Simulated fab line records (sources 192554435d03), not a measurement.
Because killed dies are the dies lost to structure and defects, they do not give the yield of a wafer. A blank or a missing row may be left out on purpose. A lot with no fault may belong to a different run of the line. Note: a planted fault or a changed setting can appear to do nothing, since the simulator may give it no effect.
Which tool is to blame? + flow n5_finfet + Sampling: 12 lots, 36 wafers, 4 of 1938 route steps

== WHAT THE GAUGES READ, wafer by wafer ==
N5_BEOL_M11_OVL_MEAS_12. Usual: M11_OVL typically reads 0.1 nm, with standard deviation 0.66.
| lot  | measured     | on         | M11_OVL (nm)   | flag |
|------|--------------|------------|----------------|------|
| L914 | day 10 06:21 | overlay-02 | 0.8 -0.9 -0.6  |      |
| L917 | day 10 22:17 | overlay-02 | -0.9 0.5 -0.6  |      |
| L920 | day 11 22:13 | overlay-01 | 0.6 -0.5 0.5   |      |
| L922 | day 12 05:52 | overlay-02 | -0.9 -0.1 -0.8 |      |
| L930 | day 14 09:52 | overlay-02 | -0.9 0.3 0.6   |      |
| L928 | day 14 05:13 | overlay-02 | 0.0 -0.2 -0.3  |      |
| L931 | day 14 15:03 | overlay-02 | 1.0 -1.3 1.2   |      |
| L929 | day 14 19:32 | overlay-02 | -0.3 -0.3 -0.2 |      |
| L933 | day 15 14:33 | overlay-01 | -0.5 -0.3 -0.5 |      |
| L936 | day 16 08:59 | overlay-02 | 1.1 0.5 1.6    |      |
| L935 | day 16 11:17 | overlay-01 | 0.6 0.6 1.4    |      |
| L937 | day 16 16:05 | overlay-02 | -0.2 0.6 -0.8  |      |

== EACH LOT AND THE TOOL THAT RAN IT (in order: tool; ch and the chambers of the sampled wafers; start) ==
| lot  | N5_BEOL_M11_ILD_DEP_00          | N5_BEOL_M11_CURE_71           | N5_BEOL_M11_COAT_05               |
|------|---------------------------------|-------------------------------|-----------------------------------|
| L914 | pecvd-02 ch 0,1,2, day 10 03:38 | uv_cure-01 ch 0, day 10 04:11 | litho_track-04 ch 0, day 10 06:05 |
| L917 | pecvd-04 ch 0,2, day 10 19:47   | uv_cure-02 ch 1, day 10 20:52 | litho_track-02 ch 0, day 10 21:53 |
| L920 | pecvd-03 ch 0,1,2, day 11 20:37 | uv_cure-01 ch 2, day 11 20:42 | litho_track-02 ch 0, day 11 21:57 |
| L922 | pecvd-03 ch 1,2, day 12 03:17   | uv_cure-01 ch 2, day 12 03:27 | litho_track-02 ch 0, day 12 05:28 |
| L930 | pecvd-02 ch 0,1, day 14 01:52   | uv_cure-02 ch 2, day 14 02:47 | litho_track-03 ch 0, day 14 09:35 |
| L928 | pecvd-02 ch 0,1,2, day 14 02:58 | uv_cure-03 ch 1, day 14 03:12 | litho_track-03 ch 0, day 14 04:49 |
| L931 | pecvd-03 ch 0,1,2, day 14 12:50 | uv_cure-01 ch 1, day 14 12:58 | litho_track-04 ch 0, day 14 14:40 |
| L929 | pecvd-02 ch 0,1, day 14 13:35   | uv_cure-02 ch 1, day 14 13:50 | litho_track-03 ch 0, day 14 19:17 |
| L933 | pecvd-02 ch 0,1,2, day 15 10:58 | uv_cure-03 ch 1, day 15 11:22 | litho_track-02 ch 0, day 15 14:10 |
| L936 | pecvd-04 ch 0,1,2, day 16 06:06 | uv_cure-03 ch 2, day 16 07:21 | litho_track-03 ch 0, day 16 08:29 |
| L935 | pecvd-02 ch 1,2, day 16 06:47   | uv_cure-03 ch 1, day 16 08:52 | litho_track-04 ch 0, day 16 10:53 |
| L937 | pecvd-03 ch 0,1,2, day 16 14:25 | uv_cure-03 ch 1, day 16 14:34 | litho_track-04 ch 0, day 16 15:41 |
- N5_BEOL_M11_ILD_DEP_00: deposits SiCOH lowk from DEMS/porogen, target thk 308.51 nm, time 58 s.
- N5_BEOL_M11_CURE_71: cures SiCOH lowk, time 240 s.
- N5_BEOL_M11_COAT_05: resist thk 90 nm.

== WHAT THE TOOLS THEMSELVES READ (means of the sampled wafers that have a number; where no wafer has one, the mark that the record gives instead) ==
N5_BEOL_M11_ILD_DEP_00. Usual: chamber_pressure_Torr 5.002 Torr, standard deviation 0.012; heater_power_w 317 W, standard deviation 59; showerhead_plenum_p_Torr 5.729 Torr, standard deviation 0.013; throttle_valve_pct 14.0 %, standard deviation 0.97.
| lot  | tool     | chamber_pressure_Torr (Torr) | heater_power_w (W) | showerhead_plenum_p_Torr (Torr) | throttle_valve_pct (%) | flag |
|------|----------|------------------------------|--------------------|---------------------------------|------------------------|------|
| L914 | pecvd-02 | 5.000                        | 336                | 5.733                           | 13.9                   |      |
| L917 | pecvd-04 | 5.004                        | 340                | 5.731                           | 13.8                   |      |
| L920 | pecvd-03 | 4.998                        | 261                | 5.719                           | 14.0                   |      |
| L922 | pecvd-03 | 4.998                        | 279                | 5.729                           | 13.9                   |      |
| L930 | pecvd-02 | 5.013                        | 287                | 5.747                           | 13.9                   |      |
| L928 | pecvd-02 | 5.009                        | 322                | 5.738                           | 13.9                   |      |
| L931 | pecvd-03 | 4.998                        | 250                | 5.725                           | 14.2                   |      |
| L929 | pecvd-02 | 4.993                        | 298                | 5.736                           | 13.9                   |      |
| L933 | pecvd-02 | 5.005                        | 348                | 5.739                           | 13.9                   |      |
| L936 | pecvd-04 | 4.999                        | 391                | 5.720                           | 13.6                   |      |
| L935 | pecvd-02 | 4.999                        | 294                | 5.739                           | 13.7                   |      |
| L937 | pecvd-03 | 5.004                        | 263                | 5.710                           | 14.4                   |      |

N5_BEOL_M11_CURE_71. Usual: lamp_power_pct 52.31 %, standard deviation 0.056; wafer_temp_C_max 387.1, standard deviation 0.7.
| lot  | tool       | lamp_power_pct (%) | wafer_temp_C_max | flag |
|------|------------|--------------------|------------------|------|
| L914 | uv_cure-01 | 52.26              | 386.6            |      |
| L917 | uv_cure-02 | 52.35              | 387.7            |      |
| L920 | uv_cure-01 | 52.34              | 387.9            |      |
| L922 | uv_cure-01 | 52.32              | 387.2            |      |
| L930 | uv_cure-02 | 52.28              | 386.5            |      |
| L928 | uv_cure-03 | 52.29              | 387.6            |      |
| L931 | uv_cure-01 | 52.34              | 386.6            |      |
| L929 | uv_cure-02 | 52.35              | 388.0            |      |
| L933 | uv_cure-03 | 52.30              | 387.8            |      |
| L936 | uv_cure-03 | 52.31              | 386.8            |      |
| L935 | uv_cure-03 | 52.33              | 387.8            |      |
| L937 | uv_cure-03 | 52.29              | 387.8            |      |

N5_BEOL_M11_COAT_05. Usual: spin_speed_rpm 1500.0 rpm, standard deviation 1.1.
| lot  | tool           | spin_speed_rpm (rpm) | flag |
|------|----------------|----------------------|------|
| L914 | litho_track-04 | 1500.6               |      |
| L917 | litho_track-02 | 1498.1               |      |
| L920 | litho_track-02 | 1408.9               | OFF  |
| L922 | litho_track-02 | 1409.8               | OFF  |
| L930 | litho_track-03 | 1500.7               |      |
| L928 | litho_track-03 | 1500.4               |      |
| L931 | litho_track-04 | 1499.1               |      |
| L929 | litho_track-03 | 1500.9               |      |
| L933 | litho_track-02 | 1500.8               |      |
| L936 | litho_track-03 | 1500.6               |      |
| L935 | litho_track-04 | 1500.1               |      |
| L937 | litho_track-04 | 1499.8               |      |

== THE ANSWER, worked out from the rows above alone ==
Rule: a lot is off if the mean of its wafers that have a number lies more than 3 standard deviations from the usual mean. Also off: a lot with no number at a reading for which 4 or more lots have one. All remaining lots with rows at the step are treated as sound. Order of review: gauges by route order, followed by the tools' own readings, for which a lot's mean as printed above is used. At the first step where some lot is off, the reading lying furthest off is the one used; lots without a number count as furthest.
Off at N5_BEOL_M11_COAT_05 (spin_speed_rpm): L920, L922.
A tool fits if, at that step or a process step before it, it ran every lot that is off, and no sound lot after the first of them. Of those tried, none fits.

== WHAT HAD BEEN PUT IN BY THE SIMULATOR ==
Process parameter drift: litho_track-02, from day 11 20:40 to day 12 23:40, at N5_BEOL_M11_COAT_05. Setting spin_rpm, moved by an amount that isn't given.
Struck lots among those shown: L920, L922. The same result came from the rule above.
